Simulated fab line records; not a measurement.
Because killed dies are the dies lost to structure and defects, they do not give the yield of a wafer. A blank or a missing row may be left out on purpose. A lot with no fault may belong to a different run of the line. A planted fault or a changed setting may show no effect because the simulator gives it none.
fab line records	flow nand_harc	part 1 of 2: steps 1 to 32 of 33
record lots=6	wafers=18	last_day=33
route steps=1302 shown A_CHANNEL_HOLE_D1@459 A_CHANNEL_FILL_D1@490 END@1302
lots with no fault: from the same line, run without faults
start_h: the number of hours between the record's first day and the start of the first shown wafer of the lot	wait_h: hours since the lot's step before	" the same as in the row above	L1.1+2: several wafers, shown together as one row	- no value present, or no start provided	* or withheld: withheld	< > ~ a bound
route shown NAME@n: NAME is a module with steps in the file, n the number in the route of the first one	usual: average and standard deviation across the fault-free wafers	same: alike in all rows	chamber/n: place in a boat	sites: each site's reading	_std_site: their standard deviation	_edge_site: mean of outer sites minus mean of inner sites	radius_mm: for every site, how far away it sits from the centre of the wafer	mask NAME#n: copy n	behind: the last tool/chamber to shape the wafer	hold: why the lot went on hold/how many hours it stayed there/how the hold came to an end	device: which transistor (n, p or np) failed to switch	end of line: the route-end tests of the same wafers	a step without rows: its recipe alone	killed: not the wafer's yield, but the dies lost to structure and defects at the first sort	map: the dies of a wafer, with x for killed, . for not killed, _ for no die there
set.NAME: the setting that was run; set.NAME@STEP: the one run at that earlier step	model.NAME: the simulator's own value behind a step, which no gauge read
certain route steps with their lots: each step a table, each wafer a row
services: from which hour (start_h, from the record's first day; less than 0 if before it) a tool's chamber was out of use, for how many hours, and why
## steps
# step NHARC_A_CHANNEL_HOLE_D1_EXPOSE_07
# recipe na=1.35	target_cd_nm=100	sigma_outer=0.3	dose_mj=59.65	mask_id=HOLE_D1
# step NHARC_A_CHANNEL_HOLE_D1_PEB_08
# recipe peb_temp_c=100	peb_time_s=65
# step NHARC_A_CHANNEL_HOLE_D1_DEVELOP_09
# recipe develop_time_s=35	dev_temp_c=23
# step NHARC_A_CHANNEL_HOLE_D1_CD_MEAS_10
# recipe target_cd_nm=100	landing_energy_ev=500
# usual cd_nm=100.0/0.67
lot.wafer	tool	chamber	start_h	wait_h	cd_nm
L754.1	cd_sem-01	0	233.77	-	100.6
L754.3	"	0	"	"	99.1
L754.6	"	0	"	"	100.9
L757.1	cd_sem-01	0	271.71	-	99.7
L757.3	"	0	"	"	99.0
L757.6	"	0	"	"	100.0
L760.3	cd_sem-02	0	295.70	-	101.5
L760.5	"	0	"	"	100.2
L760.6	"	0	"	"	100.2
L763.1	cd_sem-03	0	323.95	-	99.8
L763.2	"	0	"	"	100.6
L763.4	"	0	"	"	99.0
L768.2	cd_sem-01	0	394.32	-	100.1
L768.5	"	0	"	"	100.7
L768.6	"	0	"	"	100.0
L770.3	cd_sem-01	0	401.99	-	101.1
L770.4	"	0	"	"	100.3
L770.6	"	0	"	"	100.4
# step NHARC_A_CHANNEL_HOLE_D1_OVL_MEAS_11
# usual overlay_x_nm=-0.2/0.59	overlay_y_nm=0.4/0.73
lot.wafer	tool	chamber	start_h	wait_h	overlay_x_nm	overlay_y_nm
L754.1	overlay-01	-	233.86	-	-0.6	2.6
L754.3	"	-	"	"	-0.1	2.2
L754.6	"	-	"	"	-1.2	2.1
L757.1	overlay-02	-	271.80	-	-0.2	-0.4
L757.3	"	-	"	"	0.0	-0.4
L757.6	"	-	"	"	-0.3	-0.1
L760.3	overlay-02	-	295.79	-	-1.1	-0.2
L760.5	"	-	"	"	-1.0	0.3
L760.6	"	-	"	"	-1.7	-0.1
L763.1	overlay-02	-	324.04	-	0.0	1.2
L763.2	"	-	"	"	0.4	1.4
L763.4	"	-	"	"	-0.1	1.2
L768.2	overlay-01	-	394.40	-	-0.2	1.5
L768.5	"	-	"	"	-0.1	0.8
L768.6	"	-	"	"	0.3	1.9
L770.3	overlay-01	-	402.07	-	0.4	-0.2
L770.4	"	-	"	"	0.2	0.1
L770.6	"	-	"	"	0.4	0.2
# step NHARC_A_CHANNEL_HOLE_D1_INSPECT_12
# usual raw_defect_count=6/3.1
lot.wafer	tool	chamber	start_h	wait_h	raw_defect_count
L754.1	defect_inspect-02	-	233.89	0.0	4
L754.3	"	-	"	"	5
L754.6	"	-	"	"	13
L757.1	defect_inspect-02	-	271.83	0.0	6
L757.3	"	-	"	"	5
L757.6	"	-	"	"	11
L760.3	defect_inspect-02	-	295.82	0.0	5
L760.5	"	-	"	"	6
L760.6	"	-	"	"	5
L763.1	defect_inspect-02	-	324.08	0.0	4
L763.2	"	-	"	"	3
L763.4	"	-	"	"	5
L768.2	defect_inspect-02	-	394.44	0.0	2
L768.5	"	-	"	"	2
L768.6	"	-	"	"	10
L770.3	defect_inspect-02	-	402.11	0.0	3
L770.4	"	-	"	"	2
L770.6	"	-	"	"	3
# step NHARC_A_CHANNEL_HOLE_D1_DESCUM_15
# recipe time_s=3	o2_flow_sccm=200	ar_flow_sccm=0	bias_power_w=0	chemistry=O2
# usual drypump_motor_current_A=5.9/0.44	oes_product_au=1.002/0.013	rf_vpp_V=58.1/0.94	showerhead_plenum_p_Torr=1.94/0.079	throttle_valve_pct=11.311/0.0093
lot.wafer	tool	chamber	start_h	wait_h	drypump_motor_current_A	oes_product_au	rf_hours_counter_h	rf_vpp_V	showerhead_plenum_p_Torr	throttle_valve_pct
L754.3	rie_diel-01	2	233.96	0.1	6.3	0.983	2	59.3	1.99	11.311
L754.1	"	3	"	"	6.1	0.992	2	59.1	1.95	11.303
L754.6	"	2	"	"	6.3	0.991	-	59.3	1.99	11.312
L757.1	rie_diel-13	0	271.89	0.1	5.6	0.977	28	59.2	1.91	11.306
L757.3	"	1	"	"	5.0	1.009	29	58.0	1.95	11.309
L757.6	"	0	"	"	5.6	0.988	-	56.5	1.91	11.311
L760.3	rie_diel-01	1	295.89	0.1	5.7	1.012	8	58.5	2.05	11.313
L760.6	"	3	"	"	6.1	1.008	-	57.1	1.95	11.328
L760.5	"	0	"	"	5.8	0.982	-	58.2	1.82	11.297
L763.2	rie_diel-11	0	324.14	0.1	5.1	0.988	21	58.3	1.90	11.307
L763.4	"	1	"	"	6.2	1.005	20	57.8	1.86	11.306
L763.1	"	3	"	"	4.8	0.971	18	58.7	1.79	11.302
L768.2	rie_diel-11	0	394.52	0.1	5.1	0.985	39	57.7	1.89	11.300
L768.6	"	2	"	"	6.5	0.999	-	57.4	1.92	11.311
L768.5	"	3	"	"	4.8	0.987	-	58.0	1.79	11.331
L770.3	rie_diel-13	0	402.18	0.1	5.6	1.004	16	56.9	1.90	11.309
L770.4	"	1	"	"	5.0	0.994	19	58.1	1.94	11.310
L770.6	"	0	"	"	5.6	1.005	-	58.8	1.90	11.299
# step NHARC_A_CHANNEL_HOLE_D1_ETCH_38
# recipe target_depth_a=390	over_etch_frac=0.3	time_s=65	ion_energy_ev=80	cf4_flow_sccm=150	ar_flow_sccm=0	rf_w=300	bias_w=100	chemistry=CF4
# step NHARC_A_CHANNEL_HOLE_D1_ETCH_39
# recipe target_depth_a=2600	over_etch_frac=0.3	time_s=325	ion_energy_ev=200	n2_flow_sccm=150	h2_flow_sccm=150	ar_flow_sccm=0	rf_w=400	bias_w=150	chemistry=N2/H2
# step NHARC_A_CHANNEL_HOLE_D1_ETCH_34
# recipe target_depth_a=1540	time_s=77	cf4_flow_sccm=100	chf3_flow_sccm=30	ar_flow_sccm=0	rf_w=500	bias_w=200	chemistry=CF4/CHF3
# step NHARC_A_CHANNEL_HOLE_D1_ETCH_16
# recipe target_depth_a=31000	over_etch_frac=0.3	time_s=806	ion_energy_ev=150	o2_flow_sccm=400	cos_flow_sccm=20	ar_flow_sccm=0	rf_w=500	bias_w=300	chemistry=O2/COS
# usual drypump_motor_current_A=5.9/0.43	oes_product_au=1.002/0.013	rf_vpp_V=314.9/1.9	showerhead_plenum_p_Torr=3.16/0.12	throttle_valve_pct=28.331/0.0084
lot.wafer	tool	chamber	start_h	wait_h	drypump_motor_current_A	oes_product_au	rf_hours_counter_h	rf_vpp_V	showerhead_plenum_p_Torr	throttle_valve_pct
L754.1	rie_diel-01	1	-	-	5.6	1.021	2	316.1	3.33	28.318
L754.3	"	2	"	"	6.3	1.009	3	316.1	3.25	28.334
L754.6	"	3	"	"	6.1	1.003	-	314.4	3.18	28.327
L757.1	rie_diel-13	3	-	-	5.3	1.001	26	315.6	3.25	28.327
L757.3	"	0	"	"	5.6	0.988	28	314.4	3.12	28.322
L757.6	"	2	"	"	6.3	0.997	-	315.4	3.18	28.334
L760.3	rie_diel-01	3	-	-	6.0	0.993	8	314.9	3.18	28.335
L760.5	"	3	"	"	6.1	0.989	-	314.3	3.18	28.328
L760.6	"	0	"	"	5.9	0.996	-	312.7	2.98	28.334
L763.1	rie_diel-11	1	-	-	6.2	1.005	21	314.3	3.05	28.337
L763.4	"	2	"	"	6.5	1.012	20	315.1	3.14	28.341
L763.2	"	3	"	"	4.8	0.977	19	310.8	2.94	28.327
L768.2	rie_diel-11	0	-	-	5.1	0.998	39	314.4	3.09	28.327
L768.5	"	1	"	"	6.3	1.003	-	314.3	3.04	28.324
L768.6	"	2	"	"	6.5	0.993	-	314.7	3.13	28.335
L770.3	rie_diel-13	0	-	-	5.6	0.989	16	314.6	3.10	28.326
L770.4	"	3	"	"	5.4	1.014	17	316.6	3.23	28.338
L770.6	"	1	"	"	5.0	1.005	-	314.6	3.16	28.341
# step NHARC_A_CHANNEL_HOLE_D1_CD_MEAS_18
# usual cd_nm=101/3.4
lot.wafer	tool	chamber	start_h	wait_h	cd_nm
L754.1	cd_sem-01	-	235.11	-	104
L754.3	"	-	"	"	99
L754.6	"	-	"	"	107
L757.1	cd_sem-01	-	273.00	-	99
L757.3	"	-	"	"	99
L757.6	"	-	"	"	100
L760.3	cd_sem-03	-	297.20	-	105
L760.5	"	-	"	"	104
L760.6	"	-	"	"	98
L763.1	cd_sem-02	-	325.24	-	95
L763.2	"	-	"	"	102
L763.4	"	-	"	"	102
L768.2	cd_sem-01	-	395.61	-	102
L768.5	"	-	"	"	97
L768.6	"	-	"	"	99
L770.3	cd_sem-01	-	403.32	-	97
L770.4	"	-	"	"	96
L770.6	"	-	"	"	101
# step NHARC_A_CHANNEL_HOLE_D1_ETCH_19
# recipe bias_v=1200	source_w=2500	pressure_mtorr=15	time_s=34.5	ar_flow_sccm=375	c4f8_flow_sccm=28.8	o2_flow_sccm=96.2	temp_c=-20	target_depth_a=*	chemistry=C4F8/O2/Ar
# usual drypump_motor_current_A=5.8/0.39	showerhead_plenum_p_Torr=3.68/0.095	throttle_valve_pct=37.038/0.0081
lot.wafer	tool	chamber	start_h	wait_h	drypump_motor_current_A	rf_hours_counter_h	showerhead_plenum_p_Torr	throttle_valve_pct
L754.1	har_etch-01	1	235.18	0.1	6.0	115	3.69	37.041
L754.3	"	1	"	"	6.0	-	3.69	37.038
L754.6	"	0	"	"	6.2	-	3.58	37.042
L757.1	har_etch-01	0	273.09	0.1	6.2	138	3.56	37.035
L757.3	"	1	"	"	6.0	-	3.68	37.031
L757.6	"	0	"	"	6.2	-	3.56	37.033
L760.3	har_etch-01	1	299.50	2.3	6.0	-	3.67	37.049
L760.6	"	0	"	"	6.2	-	3.55	37.038
L760.5	"	1	"	"	6.0	-	3.67	37.032
L763.1	har_etch-02	1	325.32	0.1	5.5	374	3.77	37.036
L763.2	"	0	"	"	5.2	374	3.77	37.033
L763.4	"	1	"	"	5.5	-	3.77	37.025
L768.2	har_etch-02	1	398.05	2.4	5.5	4	3.75	37.045
L768.5	"	1	"	"	5.5	-	3.75	37.029
L768.6	"	0	"	"	5.2	-	3.75	37.052
L770.4	har_etch-02	0	403.43	0.1	5.2	-	3.74	37.029
L770.3	"	1	"	"	5.5	-	3.74	37.041
L770.6	"	1	"	"	5.5	-	3.74	37.047
# step NHARC_A_CHANNEL_HOLE_D1_ETCH_20
# recipe bias_v=3000	source_w=withheld	pressure_mtorr=20	time_s=361.9	ar_flow_sccm=375	c4f8_flow_sccm=89.3	o2_flow_sccm=35.7	temp_c=-20	target_depth_a=16000	chemistry=C4F8/O2/Ar
# usual drypump_motor_current_A=5.8/0.39	showerhead_plenum_p_Torr=3.64/0.091	throttle_valve_pct=32.154/0.0094
lot.wafer	tool	chamber	start_h	wait_h	drypump_motor_current_A	rf_hours_counter_h	showerhead_plenum_p_Torr	throttle_valve_pct
L754.1	har_etch-01	1	235.29	0.1	6.0	115	3.65	32.156
L754.3	"	1	"	"	6.0	-	3.65	32.161
L754.6	"	0	"	"	6.2	-	3.54	32.152
L757.1	har_etch-01	0	273.24	0.1	6.2	138	3.53	32.153
L757.3	"	1	"	"	6.0	-	3.63	32.155
L757.6	"	0	"	"	6.2	-	3.53	32.142
L760.3	har_etch-01	1	299.71	0.2	6.0	-	3.63	32.159
L760.6	"	0	"	"	6.2	-	3.52	32.156
L760.5	"	1	"	"	6.0	-	3.63	32.160
L763.1	har_etch-02	1	325.43	0.1	5.5	374	3.72	32.158
L763.2	"	0	"	"	5.2	374	3.72	32.147
L763.4	"	1	"	"	5.5	-	3.72	32.153
L768.2	har_etch-02	1	398.16	0.1	5.5	4	3.70	32.174
L768.5	"	1	"	"	5.5	-	3.70	32.164
L768.6	"	0	"	"	5.2	-	3.70	32.160
L770.4	har_etch-02	0	403.60	0.2	5.2	-	3.70	32.157
L770.3	"	1	"	"	5.5	-	3.70	32.153
L770.6	"	1	"	"	5.5	-	3.70	32.147
# step NHARC_A_CHANNEL_HOLE_D1_ETCH_21
# recipe bias_v=3000	source_w=withheld	pressure_mtorr=20	time_s=514.3	ar_flow_sccm=375	c4f8_flow_sccm=89.3	o2_flow_sccm=35.7	temp_c=-20	target_depth_a=16000	chemistry=C4F8/O2/Ar
# step NHARC_A_CHANNEL_HOLE_D1_ETCH_22
# recipe bias_v=3000	source_w=withheld	pressure_mtorr=20	time_s=666.7	ar_flow_sccm=375	c4f8_flow_sccm=89.3	o2_flow_sccm=35.7	temp_c=-20	target_depth_a=16000	chemistry=C4F8/O2/Ar
# usual drypump_motor_current_A=5.8/0.39	showerhead_plenum_p_Torr=3.64/0.091	throttle_valve_pct=32.156/0.0091
lot.wafer	tool	chamber	start_h	wait_h	drypump_motor_current_A	rf_hours_counter_h	showerhead_plenum_p_Torr	throttle_valve_pct
L754.1	har_etch-01	1	236.05	0.4	6.0	116	3.65	32.155
L754.3	"	1	"	"	6.0	-	3.65	32.163
L754.6	"	0	"	"	6.2	-	3.54	32.144
L757.1	har_etch-01	0	274.04	0.4	6.2	139	3.53	32.151
L757.3	"	1	"	"	5.9	-	3.63	32.147
L757.6	"	0	"	"	6.2	-	3.53	32.163
L760.3	har_etch-01	1	300.59	0.4	6.0	-	3.63	32.154
L760.6	"	0	"	"	6.2	-	3.52	32.150
L760.5	"	1	"	"	6.0	-	3.63	32.160
L763.1	har_etch-02	1	326.19	0.4	5.5	374	3.72	32.149
L763.2	"	0	"	"	5.2	374	3.72	32.154
L763.4	"	1	"	"	5.5	-	3.72	32.158
L768.2	har_etch-02	1	398.92	0.4	5.5	4	3.70	32.166
L768.5	"	1	"	"	5.5	-	3.70	32.164
L768.6	"	0	"	"	5.2	-	3.70	32.162
L770.4	har_etch-02	0	404.44	0.4	5.2	-	3.70	32.146
L770.3	"	1	"	"	5.5	-	3.70	32.157
L770.6	"	1	"	"	5.5	-	3.70	32.150
# step NHARC_A_CHANNEL_HOLE_D1_ETCH_23
# recipe bias_v=5000	source_w=withheld	pressure_mtorr=20	time_s=819	ar_flow_sccm=375	c4f8_flow_sccm=89.3	o2_flow_sccm=35.7	temp_c=-20	target_depth_a=16000	chemistry=C4F8/O2/Ar
# step NHARC_A_CHANNEL_HOLE_D1_ETCH_24
# recipe bias_v=5000	source_w=withheld	pressure_mtorr=20	time_s=906.2	ar_flow_sccm=375	c4f8_flow_sccm=93.8	o2_flow_sccm=31.2	temp_c=-20	target_depth_a=15000	chemistry=C4F8/O2/Ar
# step NHARC_A_CHANNEL_HOLE_D1_ETCH_25
# recipe bias_v=5000	source_w=withheld	pressure_mtorr=20	time_s=1040.2	ar_flow_sccm=375	c4f8_flow_sccm=93.8	o2_flow_sccm=31.2	temp_c=-20	target_depth_a=15000	chemistry=C4F8/O2/Ar
# step NHARC_A_CHANNEL_HOLE_D1_ETCH_26
# recipe bias_v=300	source_w=2000	pressure_mtorr=30	time_s=224.1	ar_flow_sccm=375	c4f8_flow_sccm=11.4	o2_flow_sccm=113.6	temp_c=-20	target_depth_a=3000	chemistry=C4F8/O2/Ar
# step NHARC_A_CHANNEL_HOLE_D1_ETCH_33
# recipe bias_v=400	source_w=2000	pressure_mtorr=25	time_s=90	ar_flow_sccm=375	c4f8_flow_sccm=41.7	o2_flow_sccm=83.3	temp_c=-20	target_depth_a=4000	chemistry=C4F8/O2/Ar
# step NHARC_A_CHANNEL_HOLE_D1_STRIP_41
# recipe n2_flow_sccm=150	h2_flow_sccm=150	ar_flow_sccm=0	bias_w=0	chemistry=N2/H2
# step NHARC_A_CHANNEL_HOLE_D1_STRIP_42
# recipe cf4_flow_sccm=100	chf3_flow_sccm=30	ar_flow_sccm=0	bias_w=0	chemistry=CF4/CHF3
# step NHARC_A_CHANNEL_HOLE_D1_STRIP_43
# recipe o2_flow_sccm=400	cos_flow_sccm=20	ar_flow_sccm=0	bias_w=0	chemistry=O2/COS
# step NHARC_A_CHANNEL_HOLE_D1_ETCH_44
# recipe target_depth_a=1400	overetch_a=140	time_s=77	ion_energy_ev=100	cf4_flow_sccm=80	o2_flow_sccm=20	ar_flow_sccm=0	rf_w=300	bias_w=100	chemistry=CF4/O2
# usual drypump_motor_current_A=5.8/0.49	oes_product_au=1.001/0.013	rf_vpp_V=198.1/1.4	showerhead_plenum_p_Torr=1.35/0.053	throttle_valve_pct=13.398/0.0091
lot.wafer	tool	chamber	start_h	wait_h	drypump_motor_current_A	oes_product_au	rf_hours_counter_h	rf_vpp_V	showerhead_plenum_p_Torr	throttle_valve_pct
L754.3	rie_diel-01	1	239.92	0.0	5.6	1.010	2	199.3	1.43	13.397
L754.1	"	0	"	"	5.8	0.976	2	195.2	1.28	13.406
L754.6	"	1	"	"	5.7	1.013	-	199.1	1.43	13.392
L757.3	rie_diel-01	0	277.80	0.1	5.8	0.991	6	196.2	1.27	13.411
L757.1	"	1	"	"	5.7	1.026	6	198.7	1.43	13.390
L757.6	"	0	"	"	5.9	0.983	-	198.9	1.27	13.400
L760.3	rie_diel-13	2	304.17	0.1	6.3	1.008	41	196.8	1.36	13.398
L760.5	"	1	"	"	4.9	1.012	-	198.6	1.36	13.398
L760.6	"	2	"	"	6.3	1.016	-	197.8	1.36	13.393
L763.2	rie_diel-01	3	330.04	0.1	6.1	0.996	11	197.4	1.36	13.407
L763.4	"	1	"	"	5.6	1.013	11	199.4	1.43	13.394
L763.1	"	2	"	"	6.3	1.010	8	198.3	1.39	13.388
L768.2	rie_diel-01	1	403.29	0.4	5.7	1.015	1	200.1	1.42	13.409
L768.5	"	2	"	"	6.3	1.019	-	199.6	1.39	13.413
L768.6	"	3	"	"	6.0	0.995	-	198.0	1.36	13.417
L770.3	rie_diel-11	1	408.12	0.1	6.3	1.012	46	198.0	1.30	13.392
L770.4	"	2	"	"	6.5	1.022	50	198.8	1.33	13.411
L770.6	"	3	"	"	4.8	0.987	-	195.8	1.25	13.400
# step NHARC_A_CHANNEL_HOLE_D1_STRIP_27
# recipe o2_flow_sccm=500	ar_flow_sccm=0	bias_w=0	chemistry=O2
# step NHARC_A_CHANNEL_HOLE_D1_PRECLEAN_28
# recipe time_s=*	temp_c=50	bath_age_min=0	chemistry=SC1
# step NHARC_A_CHANNEL_HOLE_D1_SRD_29
# step NHARC_A_CHANNEL_HOLE_D1_CD_MEAS_30
# usual cd_nm=90.0/1.8
lot.wafer	tool	chamber	start_h	wait_h	cd_nm
L754.1	cd_sem-01	-	240.72	-	88.8
L754.3	"	-	"	"	89.1
L754.6	"	-	"	"	90.2
L757.1	cd_sem-02	-	278.59	-	87.5
L757.3	"	-	"	"	87.6
L757.6	"	-	"	"	87.2
L760.3	cd_sem-01	-	304.96	-	89.9
L760.5	"	-	"	"	91.2
L760.6	"	-	"	"	89.2
L763.1	cd_sem-03	-	330.84	-	91.7
L763.2	"	-	"	"	89.6
L763.4	"	-	"	"	88.0
L768.2	cd_sem-01	-	404.37	-	89.9
L768.5	"	-	"	"	92.1
L768.6	"	-	"	"	89.3
L770.3	cd_sem-02	-	408.92	-	90.3
L770.4	"	-	"	"	90.1
L770.6	"	-	"	"	92.3
# step NHARC_A_CHANNEL_HOLE_D1_XSEM_31
# recipe landing_energy_ev=35000
# step NHARC_A_CHANNEL_HOLE_D1_INSPECT_40
# usual raw_defect_count=74/29
lot.wafer	tool	chamber	start_h	wait_h	raw_defect_count
L754.1	defect_inspect-02	-	240.91	-	65
L754.3	"	-	"	"	81
L754.6	"	-	"	"	39
L757.1	defect_inspect-01	-	278.78	-	56
L757.3	"	-	"	"	882
L757.6	"	-	"	"	37
L760.3	defect_inspect-01	-	305.14	-	900
L760.5	"	-	"	"	901
L760.6	"	-	"	"	75
L763.1	defect_inspect-01	-	331.02	-	134
L763.2	"	-	"	"	121
L763.4	"	-	"	"	138
L768.2	defect_inspect-02	-	404.56	-	42
L768.5	"	-	"	"	31
L768.6	"	-	"	"	52
L770.3	defect_inspect-02	-	409.10	-	58
L770.4	"	-	"	"	42
L770.6	"	-	"	"	40
# step NHARC_A_CHANNEL_FILL_D1_PRECLEAN_00
# recipe time_s=*	temp_c=50	bath_age_min=0	chemistry=SC1
## key
first_sign step=NHARC_A_CHANNEL_HOLE_D1_INSPECT_40	reading=raw_defect_count	direction=up	sigmas=28	usual=74	struck=894
effect step=NHARC_END_SORT_01	reading=killed_at_array	direction=up	sigmas=3.2	usual=52	struck=112
more_kills_born_at NHARC_A_CHANNEL_HOLE_D1_ETCH_19@har_etch-01=251
met_at NHARC_A_CHANNEL_HOLE_D1_ETCH_19
struck_wafers L757.3,L760.3,L760.5
tester_left_out L757,L760
onset_between 235.18 273.09
fault kind=chamber_particle_source	tool=har_etch-01	chamber=1	onset_h=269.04	steps=NHARC_A_CHANNEL_HOLE_D1_ETCH_19	rate_per_visit_cm2=1.2949	end_h=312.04
# tester_left_out: of these lots the tester's yield and bins aren't shown, on N5 and GAA mostly nor the transistor test; their killed dies are dies lost to structure and defects alone, not to doping, threshold or leakage, so they don't give the yield
